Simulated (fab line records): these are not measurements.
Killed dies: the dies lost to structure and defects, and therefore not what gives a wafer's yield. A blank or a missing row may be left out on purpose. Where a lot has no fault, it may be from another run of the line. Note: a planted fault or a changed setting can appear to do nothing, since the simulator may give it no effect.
Chamber matching | flow nandHarc | NHARC_THIN_TSV_DEP_43 on pecvd-02: 3 sister chambers
The step deposits SiO2, target thk 1328.5 nm. 3 wafers are shown with their chamber, then 6 later ones without.

## WAFERS WITH THEIR CHAMBER
wafer  | chamber | throttleValvePct (%)
L989.3 | 1       | 14.9
L100.3 | 2       | 15.2
L100.4 | 0       | 16.4

## WAFERS MISSING THEIR CHAMBER
wafer  | throttleValvePct (%)
L102.1 | 15.4
L102.2 | 16.3
L102.5 | 14.8
L104.2 | 14.8
L104.3 | 16.4
L104.4 | 15.1

## CHAMBER TAKEN BY EACH
wafer  | from the rows above     | in truth
L102.1 | 2                       | 2
L102.2 | 0                       | 0
L102.5 | 1                       | 1
L104.2 | 1                       | 1
L104.3 | 0                       | 0
L104.4 | can't be placed: 2 or 1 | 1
Placed correctly: 5 of 6. Unplaceable from these rows: 1, with the true chamber sitting among the candidates in 1. Placed wrongly: 0.
How it was worked out, from the rows above alone: a wafer's distance from a chamber is the root of the sum, over the readings, of the square of ((its reading less the chamber's mean) divided by the reading's scatter). The wafer belongs to the nearest chamber; if the next one is less than 2 further off, it can't be placed. A chamber's mean is the mean of its shown wafers. The scatter: with one shown wafer a chamber, the root of the mean of the squares of how far each hidden wafer lies from its nearest shown one.
